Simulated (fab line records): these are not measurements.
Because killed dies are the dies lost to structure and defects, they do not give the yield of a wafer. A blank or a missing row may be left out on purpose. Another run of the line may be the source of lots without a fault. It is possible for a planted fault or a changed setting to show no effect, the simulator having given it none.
fab line records	flow n5-finfet
record: lots: 5	wafers: 15	last-day: 20
route steps=1938 shown DUMMY_GATE@224 BEOL_M4@1111 PASSIVATION@1936
lots that met no fault: from a run of the same line without faults
start-h: hours from the record's opening day to when the first of the lot's shown wafers began	wait-h: how many hours have passed since the lot's step before this one	" unchanged from the row above	L1.1+2: several wafers, shown together as one row	- no value, or no start given	* or withheld: withheld	< > ~ a bound
route shown NAME@n: names a module that has steps shown in the file, with the first one's number in the route	usual: mean and standard deviation over wafers with no fault	same: alike in all rows	chamber/n: place in a boat	sites: per-site readings	_std_site: the values' standard deviation	_edge_site: outer sites' mean less inner sites'	radius-mm: for every site, how far away it sits from the centre of the wafer	mask NAME#n: copy n	behind: the most recent tool/chamber to have shaped the wafer	hold: cause of the lot's hold/its duration in hours/its outcome	device: whichever transistor did not switch (one of n, p or np)	end of line: the same wafers' tests at the end of the route	a step without rows: its recipe alone	killed: not the wafer's yield, but the dies lost to structure and defects at the first sort	map: a wafer's dies, x killed, . not, _ none there
set.NAME: the setting as run; set.NAME@STEP: as run at that earlier step	model.NAME: the simulator's own value behind a step, which no gauge read
lots at selected steps of the route; one table per step, one row per wafer
services: from which hour (start-h, from the record's first day; less than 0 if before it) a tool's chamber was out of use, for how many hours, and why
== steps ==
step: N5_DUMMY_GATE_COAT_28
recipe: resist: underlayer	temp-c: 205	time-s: 60	spin-rpm: 1500	resist-thk-nm: 10
step: N5_DUMMY_GATE_COAT_09
recipe: resist: CAR-EUV	spin-rpm: 1500	resist-thk-nm: 30
step: N5_DUMMY_GATE_EBR_11
recipe: solvent: PGMEA	ebr-width-mm: 1.5
step: N5_DUMMY_GATE_SOFTBAKE_10
recipe: temp-c: 110	time-s: 60	resist: CAR-EUV
step: N5_DUMMY_GATE_EXPOSE_12
recipe: mask-id: GATE	na: 0.33	source-shape: annular	sigma-inner: 0.2	sigma-outer: 0.6	polarization: unpolarized	target-cd-nm: 25	dose-mj: 34
step: N5_DUMMY_GATE_PEB_13
recipe: peb-temp-c: 100	peb-time-s: 60	resist: CAR-EUV
step: N5_DUMMY_GATE_DEVELOP_14
recipe: develop-time-s: 30	developer: TMAH	resist: CAR-EUV	rinse-liquid: surfactant-rinse	dry: air-spin	dev-temp-c: 23
step: N5_DUMMY_GATE_DESCUM_20
recipe: chemistry: O2	time-s: 6.2	source-power-w: 50	bias-power-w: 20	pressure-mtorr: 20	rf-frequency-hz: 2.712e+07	temp-c: 40	resist: CAR-EUV	o2-flow-sccm: 225
step: N5_DUMMY_GATE_ETCH_29
recipe: chemistry: N2/H2	target: underlayer	target-depth-a: 130	ion-energy-ev: 200	pressure-mtorr: 30	source-w: 840	bias-w: 150	n2-flow-sccm: 200	h2-flow-sccm: 200
step: N5_DUMMY_GATE_ETCH_36
recipe: chemistry: CF4	target: SiARC	target-depth-a: 130	pressure-mtorr: 40	source-w: 545	bias-w: 36	Ar_flow_sccm: 100	cf4-flow-sccm: 100	ion-energy-ev: 80
usual: bias-w: 36.00/0.097	cf4-flow-sccm: 100.0/0.33	drypump-motor-current-A: 5.61/0.29	oes-product-au: 0.79/0.074	rf-vpp-V: 183.9/1.1	showerhead-plenum-p-Torr: 2.13/0.077	throttle-valve-pct: 15.60/0.16
lot.wafer	tool	chamber	start-h	wait-h	bias-w	cf4-flow-sccm	drypump-motor-current-A	oes-product-au	rf-hours-counter-h	rf-vpp-V	showerhead-plenum-p-Torr	throttle-valve-pct	model.CAR-EUV_of_DUMMY_GATE_COAT_09.thk-nm
L712.2	rie-diel-02	3	107.93	0.0	-	-	-	-	-	-	-	-	19.6
L712.3	"	0	"	"	-	-	-	-	-	-	-	-	19.2
L712.5	"	3	"	"	-	-	-	-	-	-	-	-	19.6
L713.3	rie-diel-03	3	112.71	0.0	-	-	-	-	-	-	-	-	18.6
L713.5	"	3	"	"	-	-	-	-	-	-	-	-	18.8
L713.6	"	2	"	"	-	-	-	-	-	-	-	-	19
L714.1	rie-diel-03	0	121.53	0.0	-	-	-	-	-	-	-	-	19.4
L714.3	"	3	"	"	-	-	-	-	-	-	-	-	18.8
L714.5	"	2	"	"	-	-	-	-	-	-	-	-	19
L718.2	rie-diel-03	2	141.25	0.0	36.08	100.2	5.39	0.70	206	183.9	2.19	15.61	11.2
L718.4	"	2	"	"	36.05	100.2	5.43	0.71	-	184.1	2.19	15.60	11.2
L718.6	"	1	"	"	36.05	100.2	6.48	0.78	-	184.6	2.15	15.66	11.2
L722.1	rie-diel-03	1	166.66	0.0	36.07	100.1	6.45	0.78	148	184.5	2.15	15.70	11.6
L722.2	"	0	"	"	36.04	100.3	5.98	0.87	29	184.0	2.19	15.50	12.2
L722.3	"	2	"	"	35.87	99.5	5.41	0.71	214	186.0	2.19	15.64	11.2
step: N5_DUMMY_GATE_ETCH_37
recipe: chemistry: N2/H2	target: SOC	target-depth-a: 600	overetch-a: 300	temp-c: 40	ion-energy-ev: 200	pressure-mtorr: 30	source-w: 840	bias-w: 150	n2-flow-sccm: 200	h2-flow-sccm: 200
usual: bias-w: 150.0/0.44	chamber-pressure-mTorr: 30.002/0.028	drypump-motor-current-A: 5.61/0.29	oes-product-au: 0.63/0.058	rf-vpp-V: 523.5/2.7	showerhead-plenum-p-Torr: 2.53/0.09	throttle-valve-pct: 17.78/0.17
lot.wafer	tool	chamber	start-h	wait-h	bias-w	chamber-pressure-mTorr	drypump-motor-current-A	oes-product-au	rf-hours-counter-h	rf-vpp-V	showerhead-plenum-p-Torr	throttle-valve-pct
L712.2	rie-diel-02	3	107.97	0.0	149.8	30.007	5.65	0.28	176	522.2	2.42	17.79
L712.3	"	0	"	"	150.0	29.973	5.53	0.30	83	523.7	2.49	17.73
L712.5	"	3	"	"	149.9	29.995	5.69	0.29	-	519.9	2.42	17.78
L713.3	rie-diel-03	3	112.75	0.0	150.1	30.028	4.92	0.29	158	527.2	2.65	18.12
L713.5	"	3	"	"	150.8	29.996	4.92	0.29	-	526.1	2.65	18.13
L713.6	"	2	"	"	149.8	30.027	5.41	0.27	-	527.2	2.62	17.79
L714.1	rie-diel-03	0	121.57	0.0	149.6	30.032	6.04	0.34	18	524.9	2.64	17.91
L714.3	"	3	"	"	149.3	30.032	4.92	0.29	161	526.1	2.65	18.14
L714.5	"	2	"	"	150.1	29.963	5.39	0.27	-	527.4	2.62	17.81
L718.2	rie-diel-03	2	141.29	0.0	150.1	29.941	5.41	0.55	207	526.7	2.61	17.85
L718.4	"	2	"	"	149.5	30.007	5.41	0.56	-	527.7	2.61	17.87
L718.6	"	1	"	"	149.8	29.999	6.46	0.62	-	523.1	2.54	17.67
L722.1	rie-diel-03	1	166.70	0.0	150.2	30.044	6.42	0.61	148	523.7	2.54	17.70
L722.2	"	0	"	"	149.9	30.022	6.01	0.71	29	524.5	2.63	18.03
L722.3	"	2	"	"	149.6	30.001	5.41	0.55	214	526.0	2.61	17.88
step: N5_DUMMY_GATE_STRIP_38
recipe: chemistry: N2/H2	temp-c: 40	n2-flow-sccm: 200	h2-flow-sccm: 200	rf-frequency-hz: 6e+07
step: N5_DUMMY_GATE_STRIP_39
recipe: chemistry: N2/H2	temp-c: 40	n2-flow-sccm: 200	h2-flow-sccm: 200	rf-frequency-hz: 6e+07
step: N5_DUMMY_GATE_TRIM_49
recipe: chemistry: O2	resist: SOC	time-s: 29	target-cd-nm: 14	source-power-w: 300	bias-power-w: 0	O2_flow_sccm: 100	temp-c: 20
step: N5_DUMMY_GATE_STRIP_40
recipe: chemistry: CF4	resist: SiARC	power-w: 300	bias-power-w: 75	pressure-mtorr: 50	cf4-flow-sccm: 150	rf-frequency-hz: 6e+07
step: N5_DUMMY_GATE_CD_MEAS_50
recipe: target-cd-nm: 14
usual: cd-nm: 13.9/0.45
lot.wafer	tool	chamber	start-h	wait-h	cd-nm
L712.2	cd-sem-01	-	108.20	0.0	-
L712.3	"	-	"	"	-
L712.5	"	-	"	"	-
L713.3	cd-sem-02	-	113.16	0.0	-
L713.5	"	-	"	"	-
L713.6	"	-	"	"	-
L714.1	cd-sem-03	-	121.81	0.0	-
L714.3	"	-	"	"	-
L714.5	"	-	"	"	-
L718.2	cd-sem-02	-	141.52	0.0	14.2
L718.4	"	-	"	"	13.4
L718.6	"	-	"	"	13.5
L722.1	cd-sem-01	-	166.93	0.0	13.4
L722.2	"	-	"	"	13.8
L722.3	"	-	"	"	13.8
step: N5_DUMMY_GATE_ETCH_31
recipe: chemistry: C4F6/O2	target: SiO2	mask-material: SOC	target-depth-a: 825	time-s: 27.5	ion-energy-ev: 250	pressure-mtorr: 30	source-w: 345	bias-w: 185	Ar_flow_sccm: 300	C4F6_flow_sccm: 10	O2_flow_sccm: 10
usual: C4F6_flow_sccm: 9.999/0.027	O2_flow_sccm: 9.998/0.03	drypump-motor-current-A: 5.6/0.32	oes-product-au: 0.80/0.084	rf-vpp-V: 663/18	showerhead-plenum-p-Torr: 2.84/0.1	throttle-valve-pct: 21.15/0.19
lot.wafer	tool	chamber	start-h	wait-h	C4F6_flow_sccm	O2_flow_sccm	drypump-motor-current-A	oes-product-au	rf-hours-counter-h	rf-vpp-V	showerhead-plenum-p-Torr	throttle-valve-pct
L712.2	rie-diel-02	1	108.25	0.0	10.006	9.994	5.4	0.32	41	675	3.01	20.48
L712.3	"	3	"	"	9.985	9.996	5.7	0.28	176	655	2.70	20.74
L712.5	"	3	"	"	9.986	10.038	5.6	0.28	-	653	2.70	20.75
L713.3	rie-diel-06	3	113.20	0.0	9.985	9.982	5.8	0.27	182	658	2.84	20.93
L713.5	"	2	"	"	9.997	10.009	5.9	0.31	-	642	2.65	20.66
L713.6	"	1	"	"	9.980	9.993	5.4	0.33	-	699	2.93	20.94
L714.1	rie-diel-06	3	121.96	0.1	9.971	9.945	5.8	0.26	184	658	2.84	20.93
L714.3	"	2	"	"	10.000	10.005	5.8	0.30	90	644	2.65	20.66
L714.5	"	0	"	"	9.985	10.025	5.5	0.38	-	651	2.80	20.35
L718.2	rie-diel-03	2	141.57	0.0	10.013	9.960	5.4	0.70	207	668	2.94	21.26
L718.4	"	0	"	"	9.980	10.007	6.0	0.88	-	684	2.90	21.00
L718.6	"	2	"	"	9.995	9.990	5.4	0.70	-	669	2.94	21.27
L722.1	rie-diel-03	1	166.98	0.0	9.983	9.983	6.4	0.77	148	673	2.85	21.17
L722.2	"	2	"	"	9.980	9.988	5.4	0.69	214	667	2.93	21.28
L722.3	"	3	"	"	9.997	9.996	4.9	0.76	172	666	2.95	21.47
step: N5_DUMMY_GATE_STRIP_41
recipe: chemistry: O2	power-w: 400	temp-c: 40	pressure-mtorr: 30	rf-frequency-hz: 6e+07	bias-power-w: 0	overash-fraction: 0.3	o2-flow-sccm: 225
step: N5_DUMMY_GATE_ETCH_32
recipe: chemistry: CF4	target: SiO2	target-depth-a: 35	time-s: 3.9	ion-energy-ev: 350	pressure-mtorr: 10	icp-w: 800	bias-w: 400	cf4-flow-sccm: 80
step: N5_DUMMY_GATE_ETCH_23
recipe: chemistry: HBr/Cl2/O2	HBr_flow_sccm: 150	Cl2_flow_sccm: 80	O2_flow_sccm: 12	bias-w: 102	target-depth-a: 410	time-s: 22.3	target: poly-Si	mask-material: SiO2	pressure-mtorr: 10	icp-w: 800
step: N5_DUMMY_GATE_ETCH_44
recipe: chemistry: HBr/O2	over-etch-frac: 0.7	target-depth-a: 1275	stop-on: SiO2	ion-energy-ev: 60	bias-w: 20	target: poly-Si	mask-material: SiO2	pressure-mtorr: 20	icp-w: 400	HBr_flow_sccm: 120	O2_flow_sccm: 10
usual: HBr_flow_sccm: 120.1/0.33	O2_flow_sccm: 9.999/0.027	drypump-motor-current-A: 5.8/0.38	oes-product-au: 0.723/0.013	throttle-valve-pct: 18.57/0.24
same: over-etch-frac: 0.7
lot.wafer	tool	chamber	start-h	wait-h	HBr_flow_sccm	O2_flow_sccm	drypump-motor-current-A	oes-product-au	rf-hours-counter-h	throttle-valve-pct
L712.2	rie-si-04	0	108.58	0.0	120.2	9.996	5.6	0.371	3	18.66
L712.3	"	1	"	"	120.0	9.961	5.5	0.384	140	18.64
L712.5	"	1	"	"	119.9	9.930	5.5	0.383	-	18.63
L713.3	rie-si-03	3	113.54	0.0	119.7	10.018	6.6	0.370	193	18.66
L713.5	"	0	"	"	120.6	10.007	5.8	0.380	-	17.98
L713.6	"	1	"	"	120.4	9.977	5.9	0.368	-	18.57
L714.1	rie-si-04	0	122.29	0.0	119.8	10.023	5.6	0.369	3	18.69
L714.3	"	2	"	"	120.2	10.030	5.9	0.374	119	18.53
L714.5	"	3	"	"	120.3	9.980	5.9	0.358	-	18.68
L718.2	rie-si-04	2	141.90	0.0	120.3	10.046	5.9	0.730	119	18.52
L718.4	"	3	"	"	120.5	9.941	5.9	0.714	176	18.68
L718.6	"	3	"	"	120.0	10.006	5.9	0.725	-	18.68
L722.1	rie-si-04	1	167.32	0.0	119.8	10.017	5.6	0.759	141	18.63
L722.2	"	3	"	"	120.1	10.009	5.9	0.708	176	18.69
L722.3	"	0	"	"	119.5	9.980	5.6	0.713	4	18.67
step: N5_DUMMY_GATE_CD_MEAS_24
recipe: target-cd-nm: 15
usual: cd-nm: 14.8/0.46
lot.wafer	tool	chamber	start-h	wait-h	cd-nm
L712.2	cd-sem-03	-	108.70	0.1	-
L712.3	"	-	"	"	-
L712.5	"	-	"	"	-
L713.3	cd-sem-03	-	113.65	0.1	-
L713.5	"	-	"	"	-
L713.6	"	-	"	"	-
L714.1	cd-sem-02	-	122.40	0.1	-
L714.3	"	-	"	"	-
L714.5	"	-	"	"	-
L718.2	cd-sem-01	-	142.01	0.1	15.6
L718.4	"	-	"	"	15.2
L718.6	"	-	"	"	14.8
L722.1	cd-sem-03	-	167.43	0.1	14.9
L722.2	"	-	"	"	14.6
L722.3	"	-	"	"	14.7
step: N5_BEOL_M4_RC_MEAS_101
usual: DIBL_N: 36.5/2.1	DIBL_P: 36.6/2.6	IOFF_N: 0.17/0.044	IOFF_P: 0.21/0.048	ION_N: 674/17	ION_P: 462/9.5	SS_N: 71.6/0.77	SS_P: 73.5/0.72	VT_N: 250/4.2	VT_P: -250/3.9
lot.wafer	tool	chamber	start-h	wait-h	DIBL_N[mV/V]	DIBL_P[mV/V]	IOFF_N[nA/um]	IOFF_P[nA/um]	ION_N[uA/um]	ION_P[uA/um]	SS_N[mV/dec]	SS_P[mV/dec]	VT_N[mV]	VT_P[mV]
L718.2	prober-01	0	320.89	0.7	32.3	31.4	0.11	0.14	641	447	70.7	72.3	256	-257
L718.4	"	0	"	"	35.9	37.0	0.18	0.23	688	467	71.8	74.4	249	-249
L718.6	"	0	"	"	35.5	35.6	0.15	0.20	659	454	71.7	73.6	252	-254
L722.1	prober-01	0	331.27	0.0	39.5	41.0	0.27	0.30	694	472	72.7	73.4	245	-245
L722.2	"	0	"	"	37.8	38.4	0.19	0.24	681	465	72.5	73.4	248	-249
L722.3	"	0	"	"	37.0	38.4	0.19	0.23	702	479	71.4	72.9	246	-248
step: N5_PASSIVATION_PROBE_49
usual: killed_at_M0_to_M3: 36/10	killed_at_M4_up: 14/5.2	killed-at-contacts: 12/6	killed-at-front-end: 37/10	killed-at-other: 4/3.3	killed-dies: 104/18	killed-on-rim: 14/4.1	killed-open: 68/14	killed-short: 34/7.4
same: gross-dies: 1180	killed-at-back-side: 0
lot.wafer	tool	chamber	start-h	wait-h	killed_at_M0_to_M3	killed_at_M4_up	killed-at-contacts	killed-at-front-end	killed-at-other	killed-dies	killed-on-rim	killed-open	killed-short
L712.2	prober-01	-	375.65	0.1	47	14	10	1101	8	1180	152	73	46
L712.3	prober-01	-	375.70	0.1	31	9	12	1128	0	1180	152	62	46
L712.5	prober-01	-	375.80	0.2	42	8	8	1117	5	1180	152	48	36
L713.3	prober-01	-	388.79	0.1	45	7	7	1120	1	1180	152	68	35
L713.5	prober-01	-	388.89	0.2	45	10	4	1119	2	1180	152	72	41
L713.6	prober-01	-	388.94	0.3	39	15	5	1118	3	1180	152	64	29
L714.1	prober-02	-	419.59	0.0	46	8	15	1110	1	1180	152	66	43
L714.3	prober-02	-	419.69	0.1	32	5	28	1107	8	1180	152	67	35
L714.5	prober-02	-	419.79	0.2	56	15	23	1080	6	1180	152	74	59
L722.1	prober-02	-	460.04	0.0	54	10	8	20	0	92	13	60	32
L722.2	prober-02	-	460.09	0.1	34	12	10	43	1	100	8	60	40
L722.3	prober-02	-	460.14	0.1	51	13	13	29	1	107	14	68	39
killed by level:class
L712.2 DUMMY_GATE:area-etch=1060 BEOL_M0_SAQP:geometric-particle:open=16 BEOL_M0_SAQP:geometric-particle:short=15 FIN_SAQP:geometric-particle:open=14 GATE_CUT:geometric-particle:short=9 BEOL_M4:geometric-particle:open=7 MOL_CONTACT_COAG:geometric-particle:open=6 BEOL_M3:geometric-particle:open=6
L712.3 DUMMY_GATE:area-etch=1072 FIN_SAQP:geometric-particle:short=17 GATE_CUT:geometric-particle:short=11 FIN_SAQP:geometric-particle:open=9 MOL_CONTACT_COAG:geometric-particle:open=9 BEOL_M0_SAQP:geometric-particle:short=7 BEOL_M0_SAQP:geometric-particle:open=7 BEOL_M2:geometric-particle:open=7
L712.5 DUMMY_GATE:area-etch=1094 BEOL_M0_SAQP:geometric-particle:short=14 BEOL_M0_SAQP:geometric-particle:open=10 FIN_SAQP:geometric-particle:short=8 BEOL_M2:geometric-particle:open=7 MOL_CONTACT_COAG:geometric-particle:open=6 BEOL_M5:geometric-particle:open=5 FIN_SAQP:geometric-particle:open=4
L713.3 DUMMY_GATE:area-etch=1077 BEOL_M0_SAQP:geometric-particle:short=12 STI_FIN_REVEAL:geometric-particle:open=10 BEOL_M0_SAQP:geometric-particle:open=10 BEOL_M3:geometric-particle:open=9 FIN_SAQP:geometric-particle:open=8 STI_FIN_REVEAL:geometric-particle:short=7 MOL_CONTACT_COAG:geometric-particle:open=7
L713.5 DUMMY_GATE:area-etch=1065 STI_FIN_REVEAL:geometric-particle:open=13 FIN_SAQP:geometric-particle:short=11 BEOL_M0_SAQP:geometric-particle:short=10 BEOL_M0_SAQP:geometric-particle:open=10 BEOL_M3:geometric-particle:open=9 FIN_SAQP:geometric-particle:open=8 BEOL_M1:geometric-particle:open=7
L713.6 DUMMY_GATE:area-etch=1087 FIN_SAQP:geometric-particle:open=13 BEOL_M0_SAQP:geometric-particle:short=12 BEOL_M2:geometric-particle:open=9 BEOL_M4:geometric-particle:open=8 BEOL_M0_SAQP:geometric-particle:open=7 STI_FIN_REVEAL:geometric-particle:open=5 BEOL_M3:geometric-particle:open=5
L714.1 DUMMY_GATE:area-etch=1069 BEOL_M0_SAQP:geometric-particle:short=17 BEOL_M0_SAQP:geometric-particle:open=11 FIN_SAQP:geometric-particle:open=10 MOL_CONTACT_COAG:geometric-particle:open=10 FIN_SAQP:geometric-particle:short=5 MOL_CONTACT_COAG:geometric-particle:short=5 BEOL_M2:geometric-particle:open=5
L714.3 DUMMY_GATE:area-etch=1076 MOL_CONTACT_COAG:geometric-particle:open=23 BEOL_M0_SAQP:geometric-particle:open=7 BEOL_M3:geometric-particle:short=7 BEOL_M2:geometric-particle:open=6 STI_FIN_REVEAL:geometric-particle:open=5 DUMMY_GATE:geometric-particle:open=5 MOL_CONTACT_COAG:geometric-particle:short=5
L714.5 DUMMY_GATE:area-etch=1047 BEOL_M0_SAQP:geometric-particle:open=22 BEOL_M0_SAQP:geometric-particle:short=16 MOL_CONTACT_COAG:geometric-particle:open=15 MOL_CONTACT_COAG:geometric-particle:short=8 BEOL_M3:geometric-particle:open=7 GATE_CUT:geometric-particle:short=5 BEOL_M5:geometric-particle:short=5
L722.1 BEOL_M1:geometric-particle:open=12 BEOL_M3:geometric-particle:open=9 BEOL_M0_SAQP:geometric-particle:short=8 BEOL_M0_SAQP:geometric-particle:open=8 MOL_CONTACT_COAG:geometric-particle:open=7 BEOL_M3:geometric-particle:short=6 FIN_SAQP:geometric-particle:open=5 BEOL_M4:geometric-particle:short=5
L722.2 BEOL_M2:geometric-particle:open=10 GATE_CUT:geometric-particle:short=9 GATE_CUT:geometric-particle:open=9 MOL_CONTACT_COAG:geometric-particle:open=9 FIN_SAQP:geometric-particle:short=8 FIN_SAQP:geometric-particle:open=5 STARTING-WAFER:geometric-particle:short=5 BEOL_M0_SAQP:geometric-particle:short=5
L722.3 MOL_CONTACT_COAG:geometric-particle:open=12 BEOL_M2:geometric-particle:open=11 BEOL_M0_SAQP:geometric-particle:short=9 BEOL_M1:geometric-particle:open=9 BEOL_M0_SAQP:geometric-particle:open=8 GATE_CUT:geometric-particle:short=7 FIN_SAQP:geometric-particle:short=6 BEOL_M3:geometric-particle:open=6
map L712.2 (x killed, . not)
_________________xxxxxxxxxxxx________________
______________xxxxxxxxxxxxxxxxxx_____________
___________xxxxxxxxxxxxxxxxxxxxxxxx__________
__________xxxxxxxxxxxxxxxxxxxxxxxxxx_________
________xxxxxxxxxxxxxxxxxxxxxxxxxxxxxx_______
_______xxxxxxxxxxxxxxxxxxxxxxxxxxxxxxxx______
______xxxxxxxxxxxxxxxxxxxxxxxxxxxxxxxxxx_____
_____xxxxxxxxxxxxxxxxxxxxxxxxxxxxxxxxxxxx____
____xxxxxxxxxxxxxxxxxxxxxxxxxxxxxxxxxxxxxx___
___xxxxxxxxxxxxxxxxxxxxxxxxxxxxxxxxxxxxxxxx__
___xxxxxxxxxxxxxxxxxxxxxxxxxxxxxxxxxxxxxxxx__
__xxxxxxxxxxxxxxxxxxxxxxxxxxxxxxxxxxxxxxxxxx_
__xxxxxxxxxxxxxxxxxxxxxxxxxxxxxxxxxxxxxxxxxx_
_xxxxxxxxxxxxxxxxxxxxxxxxxxxxxxxxxxxxxxxxxxxx
_xxxxxxxxxxxxxxxxxxxxxxxxxxxxxxxxxxxxxxxxxxxx
_xxxxxxxxxxxxxxxxxxxxxxxxxxxxxxxxxxxxxxxxxxxx
_xxxxxxxxxxxxxxxxxxxxxxxxxxxxxxxxxxxxxxxxxxxx
_xxxxxxxxxxxxxxxxxxxxxxxxxxxxxxxxxxxxxxxxxxxx
_xxxxxxxxxxxxxxxxxxxxxxxxxxxxxxxxxxxxxxxxxxxx
_xxxxxxxxxxxxxxxxxxxxxxxxxxxxxxxxxxxxxxxxxxxx
_xxxxxxxxxxxxxxxxxxxxxxxxxxxxxxxxxxxxxxxxxxxx
__xxxxxxxxxxxxxxxxxxxxxxxxxxxxxxxxxxxxxxxxxx_
__xxxxxxxxxxxxxxxxxxxxxxxxxxxxxxxxxxxxxxxxxx_
___xxxxxxxxxxxxxxxxxxxxxxxxxxxxxxxxxxxxxxxx__
___xxxxxxxxxxxxxxxxxxxxxxxxxxxxxxxxxxxxxxxx__
____xxxxxxxxxxxxxxxxxxxxxxxxxxxxxxxxxxxxxx___
_____xxxxxxxxxxxxxxxxxxxxxxxxxxxxxxxxxxxx____
______xxxxxxxxxxxxxxxxxxxxxxxxxxxxxxxxxx_____
_______xxxxxxxxxxxxxxxxxxxxxxxxxxxxxxxx______
________xxxxxxxxxxxxxxxxxxxxxxxxxxxxxx_______
__________xxxxxxxxxxxxxxxxxxxxxxxxxx_________
___________xxxxxxxxxxxxxxxxxxxxxxxx__________
______________xxxxxxxxxxxxxxxxxx_____________
_________________xxxxxxxxxxxx________________
map L713.3 (x killed, . not)
_________________xxxxxxxxxxxx________________
______________xxxxxxxxxxxxxxxxxx_____________
___________xxxxxxxxxxxxxxxxxxxxxxxx__________
__________xxxxxxxxxxxxxxxxxxxxxxxxxx_________
________xxxxxxxxxxxxxxxxxxxxxxxxxxxxxx_______
_______xxxxxxxxxxxxxxxxxxxxxxxxxxxxxxxx______
______xxxxxxxxxxxxxxxxxxxxxxxxxxxxxxxxxx_____
_____xxxxxxxxxxxxxxxxxxxxxxxxxxxxxxxxxxxx____
____xxxxxxxxxxxxxxxxxxxxxxxxxxxxxxxxxxxxxx___
___xxxxxxxxxxxxxxxxxxxxxxxxxxxxxxxxxxxxxxxx__
___xxxxxxxxxxxxxxxxxxxxxxxxxxxxxxxxxxxxxxxx__
__xxxxxxxxxxxxxxxxxxxxxxxxxxxxxxxxxxxxxxxxxx_
__xxxxxxxxxxxxxxxxxxxxxxxxxxxxxxxxxxxxxxxxxx_
_xxxxxxxxxxxxxxxxxxxxxxxxxxxxxxxxxxxxxxxxxxxx
_xxxxxxxxxxxxxxxxxxxxxxxxxxxxxxxxxxxxxxxxxxxx
_xxxxxxxxxxxxxxxxxxxxxxxxxxxxxxxxxxxxxxxxxxxx
_xxxxxxxxxxxxxxxxxxxxxxxxxxxxxxxxxxxxxxxxxxxx
_xxxxxxxxxxxxxxxxxxxxxxxxxxxxxxxxxxxxxxxxxxxx
_xxxxxxxxxxxxxxxxxxxxxxxxxxxxxxxxxxxxxxxxxxxx
_xxxxxxxxxxxxxxxxxxxxxxxxxxxxxxxxxxxxxxxxxxxx
_xxxxxxxxxxxxxxxxxxxxxxxxxxxxxxxxxxxxxxxxxxxx
__xxxxxxxxxxxxxxxxxxxxxxxxxxxxxxxxxxxxxxxxxx_
__xxxxxxxxxxxxxxxxxxxxxxxxxxxxxxxxxxxxxxxxxx_
___xxxxxxxxxxxxxxxxxxxxxxxxxxxxxxxxxxxxxxxx__
___xxxxxxxxxxxxxxxxxxxxxxxxxxxxxxxxxxxxxxxx__
____xxxxxxxxxxxxxxxxxxxxxxxxxxxxxxxxxxxxxx___
_____xxxxxxxxxxxxxxxxxxxxxxxxxxxxxxxxxxxx____
______xxxxxxxxxxxxxxxxxxxxxxxxxxxxxxxxxx_____
_______xxxxxxxxxxxxxxxxxxxxxxxxxxxxxxxx______
________xxxxxxxxxxxxxxxxxxxxxxxxxxxxxx_______
__________xxxxxxxxxxxxxxxxxxxxxxxxxx_________
___________xxxxxxxxxxxxxxxxxxxxxxxx__________
______________xxxxxxxxxxxxxxxxxx_____________
_________________xxxxxxxxxxxx________________
== services ==
tool	chamber	start-h	hours	kind
rie-diel-06	0	92.05	-	clean
rie-diel-06	0	92.05	-	consumable-replace:focus-ring
rie-diel-06	0	92.05	18.9	scheduled-down
rie-diel-06	0	92.05	18.9	vent-cycle
rie-diel-02	2	105.66	4.1	repair
rie-diel-02	0	109.46	16.2	repair
rie-diel-02	3	114.40	6.5	repair
rie-diel-03	1	114.46	10.7	repair
rie-diel-03	3	139.89	3.5	repair
rie-si-03	-	143.02	2.8	pm
rie-si-03	3	155.41	-	clean
rie-si-03	3	155.41	36.2	scheduled-down
rie-si-03	3	155.41	36.2	vent-cycle
rie-diel-02	2	162.48	6.6	repair
rie-diel-06	3	163.11	4.1	repair
== key ==
first-sign: step: N5_DUMMY_GATE_ETCH_36	reading: tool-record	direction: missing
effect: step: N5_DUMMY_GATE_ETCH_37	reading: oes-product-au	direction: down	sigmas: 5.9	usual: 0.63	struck: 0.29
effect: step: N5_DUMMY_GATE_CD_MEAS_50	reading: cd-nm	direction: missing
effect: step: N5_DUMMY_GATE_ETCH_31	reading: oes-product-au	direction: down	sigmas: 5.9	usual: 0.80	struck: 0.30
effect: step: N5_DUMMY_GATE_ETCH_44	reading: oes-product-au	direction: down	sigmas: 27	usual: 0.723	struck: 0.373
effect: step: N5_DUMMY_GATE_CD_MEAS_24	reading: cd-nm	direction: missing
effect: step: N5_PASSIVATION_PROBE_49	reading: killed-at-front-end	direction: up	sigmas: 99+	usual: 37	struck: 1111
model-effect: step: N5_DUMMY_GATE_ETCH_36	value: CAR-EUV_of_DUMMY_GATE_COAT_09.thk-nm	without: 11.6	struck: 19.11
more-kills-born-at: N5_DUMMY_GATE_ETCH_36@rie-diel-03: 6421	N5_DUMMY_GATE_ETCH_36@rie-diel-02: 3226
met-at N5_DUMMY_GATE_ETCH_36
struck-wafers L712.2,L712.3,L712.5,L713.3,L713.5,L713.6,L714.1,L714.3,L714.5
later-rows-left-out L712.2,L712.3,L712.5,L713.3,L713.5,L713.6,L714.1,L714.3,L714.5
tester-left-out L712,L713,L714
fault: kind: skipped-step-whole	tool: rie-diel-02,rie-diel-03	chamber: -	onset-h: 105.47	steps: N5_DUMMY_GATE_ETCH_36	scope: struck-lots-only
tester-left-out: of these lots the tester's yield and bins aren't shown, on N5 and GAA mostly nor the transistor test; their killed dies are dies lost to structure and defects alone, not to doping, threshold or leakage, so they don't give the yield
later-rows-left-out: the simulator's readings of these wafers behind a module that went badly wrong aren't trusted and aren't shown, but for the sort
